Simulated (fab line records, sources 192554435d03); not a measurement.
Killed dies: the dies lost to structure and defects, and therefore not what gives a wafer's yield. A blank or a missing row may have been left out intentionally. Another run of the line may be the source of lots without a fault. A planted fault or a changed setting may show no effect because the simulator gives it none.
Chamber matching    flow n5Finfet    3 sister chambers for N5_BEOL_M8_PECVD_70 on pecvd-02
The step deposits SiO2 from TEOS/O2, target thk 20 nm, time 22.7 s. 18 wafers are shown with their chamber, then 9 later ones without.

WAFERS WITH THEIR CHAMBER
wafer   chamber  throttleValvePct (%)  showerheadPlenumPTorr (Torr)  heaterPowerW (W)
L075.3  0        23.5                  8.72                          609
L075.4  0        23.5                  8.73                          618
L075.5  2        22.5                  8.72                          566
L083.1  1        24.3                  8.70                          707
L083.2  2        20.2                  8.68                          641
L083.4  2        20.1                  8.67                          657
L086.1  0        23.8                  8.73                          577
L086.2  1        23.9                  8.68                          685
L086.4  2        20.3                  8.69                          701
L087.2  1        23.9                  8.68                          657
L087.5  2        20.6                  8.71                          650
L087.6  1        24.2                  8.70                          641
L089.2  2        20.2                  8.65                          707
L089.3  0        24.2                  8.72                          574
L089.6  2        20.6                  8.70                          689
L092.1  2        20.3                  8.68                          684
L092.4  2        20.5                  8.67                          673
L092.6  0        24.1                  8.73                          600

SIGNATURES, as means of the wafers listed above
reading                chamber 0  chamber 1  chamber 2  scatter within a chamber
throttleValvePct       23.820     24.075     20.589     0.573
showerheadPlenumPTorr  8.7260     8.6900     8.6856     0.017
heaterPowerW           595.60     672.50     663.11     35.4
Rule: distance of a wafer from a chamber = root of the sum over the readings of ((wafer's reading minus chamber's mean) / reading's scatter) squared. If the next closest chamber is less than 2 further off than the closest, the wafer can't be placed; otherwise it belongs to the closest. How the scatter is found: for the shown wafers, subtract from each reading the mean of its chamber, square and add these, divide the total by (wafers less chambers), then take the root.

WAFERS MISSING THEIR CHAMBER
wafer   throttleValvePct (%)  showerheadPlenumPTorr (Torr)  heaterPowerW (W)
L094.2  24.5                  8.70                          633
L094.3  20.7                  8.70                          705
L094.4  20.5                  8.67                          719
L095.1  24.2                  8.73                          626
L095.3  24.0                  8.70                          727
L095.4  24.0                  8.70                          745
L097.1  20.5                  8.70                          674
L097.4  23.8                  8.67                          740
L097.5  20.4                  8.70                          679

WHICH CHAMBER EACH WENT THROUGH
wafer   from the rows above      in truth
L094.2  can't be placed: 1 or 0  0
L094.3  2                        2
L094.4  2                        2
L095.1  can't be placed: 0 or 1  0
L095.3  1                        1
L095.4  1                        1
L097.1  2                        2
L097.4  1                        1
L097.5  2                        2
7 of 9 placed correctly. From these rows, 2 cannot be placed; in 2 the true chamber is one of the candidates. 0 placed wrongly.
